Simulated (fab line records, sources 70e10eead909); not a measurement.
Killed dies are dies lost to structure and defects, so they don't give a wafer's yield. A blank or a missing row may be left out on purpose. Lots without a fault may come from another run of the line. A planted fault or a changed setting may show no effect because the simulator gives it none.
Chamber matching | flow nand_harc | NHARC_P_M1_DESCUM_14 on rie_diel-09: 4 sister chambers
The step chemistry O2, time 3 s. 8 wafers are shown with their chamber, then 7 later ones without.

WAFERS WITH THEIR CHAMBER
wafer  | chamber | oes_product_au (a.u.) | rf_vpp_V (V)
L876.2 | 0       | 0.990                 | 58.8
L876.6 | 1       | 0.997                 | 58.4
L875.5 | 0       | 1.004                 | 58.0
L875.6 | 3       | 0.982                 | 57.0
L879.3 | 1       | 1.006                 | 56.7
L879.5 | 2       | 0.991                 | 60.0
L880.1 | 2       | 1.000                 | 58.1
L880.2 | 3       | 0.990                 | 56.6

WAFERS WITHOUT THEIR CHAMBER
wafer  | oes_product_au (a.u.) | rf_vpp_V (V)
L880.6 | 0.981                 | 57.1
L882.2 | 0.993                 | 58.5
L882.3 | 1.004                 | 56.9
L882.4 | 0.991                 | 57.4
L887.1 | 1.002                 | 57.8
L887.2 | 0.997                 | 59.0
L887.3 | 1.011                 | 58.6

WHICH CHAMBER EACH WENT THROUGH
wafer  | from the rows above               | in truth
L880.6 | can't be placed: 3 or 0           | 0
L882.2 | can't be placed: 0 or 2 or 1 or 3 | 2
L882.3 | can't be placed: 1 or 0 or 3 or 2 | 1
L882.4 | can't be placed: 3 or 0 or 1 or 2 | 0
L887.1 | can't be placed: 1 or 0 or 2      | 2
L887.2 | can't be placed: 2 or 0 or 1      | 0
L887.3 | can't be placed: 1 or 0 or 2      | 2
Placed correctly: 0 of 7. Can't be placed from these rows: 7 (the true chamber is among the candidates in 7). Placed wrongly: 0.
How it was worked out, from the rows above alone: a wafer's distance from a chamber is the root of the sum, over the readings, of the square of ((its reading less the chamber's mean) divided by the reading's scatter). The wafer belongs to the nearest chamber; if the next one is less than 2 further off, it can't be placed. A chamber's mean is the mean of its shown wafers. The scatter: the root of (the sum of the squares of (reading less its chamber's mean) over the shown wafers, divided by (wafers less chambers)).
